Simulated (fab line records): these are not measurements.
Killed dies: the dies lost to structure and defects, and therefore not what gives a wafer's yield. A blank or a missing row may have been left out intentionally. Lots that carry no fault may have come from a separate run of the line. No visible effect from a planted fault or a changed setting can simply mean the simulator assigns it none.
A lot that was struck, set against a sound lot / flow n5 finfet / 38 out of 1938 route steps
Sound: the wafers L707.2, L707.4, L707.5. Wafers L716.3, L716.5 were the ones struck. The cause is given at the end.
At each step with rows: each side's tool, then ch and its chambers, then its first start. Under that, the readings that differ: sound wafers / struck wafers / difference of the means / sigmas: that difference in standard deviations of wafers without a fault.
alike: readings whose means differ by less than 2 such deviations, and words and numbers that are the same on both sides. not compared: withheld readings, readings that some wafer has no value for, bounds like >300 that may hide the same value, and numbers for which the record gives no deviation and whose values overlap.
A row with sigmas, a row that says differs or no value, or rows on one side alone: a step with any of these is where the two part. Numbers that have no deviation but don't overlap get no sigmas and don't part them. A reading that every wafer of one side lacks parts them only if that side has two wafers or more.

first, 10 steps without rows for these wafers: N5_PASSIVATION_DESCUM_12 (chemistry O2, time 7.9 s); N5_PASSIVATION_PASS_ETCH_74 (etches SiNx in CF4/O2, target depth 220 nm, time 110 s); N5_PASSIVATION_VIA_ETCH_13 (etches SiO2 in CHF3/O2, target depth 660 nm, time 330 s); N5_PASSIVATION_STRIP_14 (strips in O2); N5_PASSIVATION_ETCH_15 (etches SiCN in CF4/N2, target depth 75 nm, time 81.2 s); N5_PASSIVATION_STRIP_73 (strips in post etch residue remover, time 60 s); N5_PASSIVATION_SRD_17 (time 30 s, dry time 30 s); N5_PASSIVATION_DEGAS_18 (time 60 s); N5_PASSIVATION_PRE_CLEAN_19; N5_PASSIVATION_SPUTTER_20 (material TaN, target thk 50 nm).
N5_PASSIVATION_AL_DEP_21: deposits Al, target thk 2800 nm, time 170 s.
  struck on pvd sputter-01, day 15 13:58; sound on pvd sputter-01, day 12 15:33
reading=model.Al_of_PASSIVATION_AL_DEP_21.thk nm (nm); sound=2804 2818 2817; struck=2023 2037; difference=-783; sigmas=
  alike: throttle valve pct
then, 9 steps without rows for these wafers: N5_PASSIVATION_HMDS_23 (time 60 s); N5_PASSIVATION_COAT_24; N5_PASSIVATION_EBR_26; N5_PASSIVATION_SOFTBAKE_25 (time 90 s); N5_PASSIVATION_EXPOSE_27 (exposes mask PAD, defocus 0 nm); N5_PASSIVATION_PEB_28; N5_PASSIVATION_DEVELOP_29 (develop time 60 s); N5_PASSIVATION_HARDBAKE_31 (time 120 s); N5_PASSIVATION_DESCUM_32 (chemistry O2, time 7.9 s).
N5_PASSIVATION_AL_ETCH_33: etches Al in Cl2/BCl3, stops on TaN, target depth 2800 nm, time 466.7 s.
  sound on rie metal-02 ch 0,1, day 12 16:19; struck on rie metal-03 ch 1, day 15 14:45
reading=drypump motor current A (A); sound=6.1 6.2 6.0; struck=5.0 4.9; difference=-1.1; sigmas=-2
reading=oes product au (a.u.); sound=0.75 0.77 0.76; struck=0.61 0.61; difference=-0.15; sigmas=-4
  alike: bcl3 flow sccm, rf fwd power W, throttle valve pct
  not compared: rf hours counter h
then, 15 steps without rows for these wafers: N5_PASSIVATION_ETCH_59 (etches TaN in Cl2/BCl3, target depth 65 nm, time 34.9 s); N5_PASSIVATION_STRIP_34 (strips in O2); N5_PASSIVATION_STRIP_51 (strips in post etch residue remover, time 1200 s); N5_PASSIVATION_CLEAN_69 (cleans in IPA, time 180 s); N5_PASSIVATION_SRD_70 (time 30 s); N5_PASSIVATION_PECVD_53 (deposits SiO2 from TEOS/O2, target thk 800 nm, time 169.4 s); N5_PASSIVATION_PECVD_35 (deposits SiNx from SiH4/NH3/N2, target thk 700 nm, time 151.3 s); N5_PASSIVATION_HMDS_37 (time 60 s); N5_PASSIVATION_COAT_38; N5_PASSIVATION_EBR_40; N5_PASSIVATION_SOFTBAKE_39 (time 120 s); N5_PASSIVATION_EXPOSE_41 (exposes mask PASS OPEN, defocus 0 nm, target cd 40000 nm); N5_PASSIVATION_PEB_42; N5_PASSIVATION_DEVELOP_43 (develop time 60 s); N5_PASSIVATION_HARDBAKE_45 (time 120 s).
N5_PASSIVATION_STRIP_52: strips in post etch residue remover, time 1200 s.
  sound on wet bench-05 ch 1,3,4, day 12 18:43; struck on wet bench-03 ch 1,2, day 15 17:35
reading=model.Al_of_PASSIVATION_AL_DEP_21.thk nm (nm); sound=2788 2802 2802; struck=2008 2022; difference=-782; sigmas=
  alike: bath guard temp C
after that, 1 step had no rows for these wafers: N5_PASSIVATION_PROBE_49.

WHERE THEY PART
Only at N5_PASSIVATION_AL_ETCH_33, as far as this record shows. Later steps at which nothing parts them and some readings are alike: N5_PASSIVATION_STRIP_52.

WHY: whatever the simulator had introduced
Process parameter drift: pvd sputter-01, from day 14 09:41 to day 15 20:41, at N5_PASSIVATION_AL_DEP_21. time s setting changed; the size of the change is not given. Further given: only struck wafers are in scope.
